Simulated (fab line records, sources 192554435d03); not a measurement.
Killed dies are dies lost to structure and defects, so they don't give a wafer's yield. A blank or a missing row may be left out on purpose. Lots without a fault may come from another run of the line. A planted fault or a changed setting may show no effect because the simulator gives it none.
Which tool did it? | flow n5_finfet | 7 lots, 21 wafers sampled, at 1 step of a route of 1938

WHAT THE GAUGES READ, wafer by wafer
N5_BEOL_M14_OVL_MEAS_11.
lot  | measured     | on         | V13_OVL (nm)
L517 | day 11 11:29 | overlay-01 | -10 -2 -5
L522 | day 12 20:53 | overlay-02 | -9 -10 -11
L526 | day 13 11:15 | overlay-01 | 0 -1 3
L531 | day 14 14:41 | overlay-01 | 13 4 5
L536 | day 16 01:31 | overlay-02 | 5 4 -4
L535 | day 16 05:29 | overlay-02 | -1 -1 -5
L538 | day 16 17:47 | overlay-02 | -1 -3 8

WHICH TOOL RAN EACH LOT (tool, then ch and the chambers of the sampled wafers, then the start)
The record holds no process step before these readings.

THE ANSWER, worked out from the rows above alone
Rule: what is usual is taken from the lots themselves. Put in order of their means at a reading, lots are off if they are a third of the lots or fewer, leave a main group of 4 or more, and stand apart from it by a gap of 3 or more times the standard deviation of the main group's means; of several such gaps the widest counts. A main group whose means are all the same, to the digits that the tables above print for the reading, isn't used. A lot without any number at a reading at which 4 lots or more have one is off too. The other lots that the step has rows for count as sound.
No lot is off at any reading shown: from this, nothing can be told.

WHAT THE SIMULATOR HAD PUT IN
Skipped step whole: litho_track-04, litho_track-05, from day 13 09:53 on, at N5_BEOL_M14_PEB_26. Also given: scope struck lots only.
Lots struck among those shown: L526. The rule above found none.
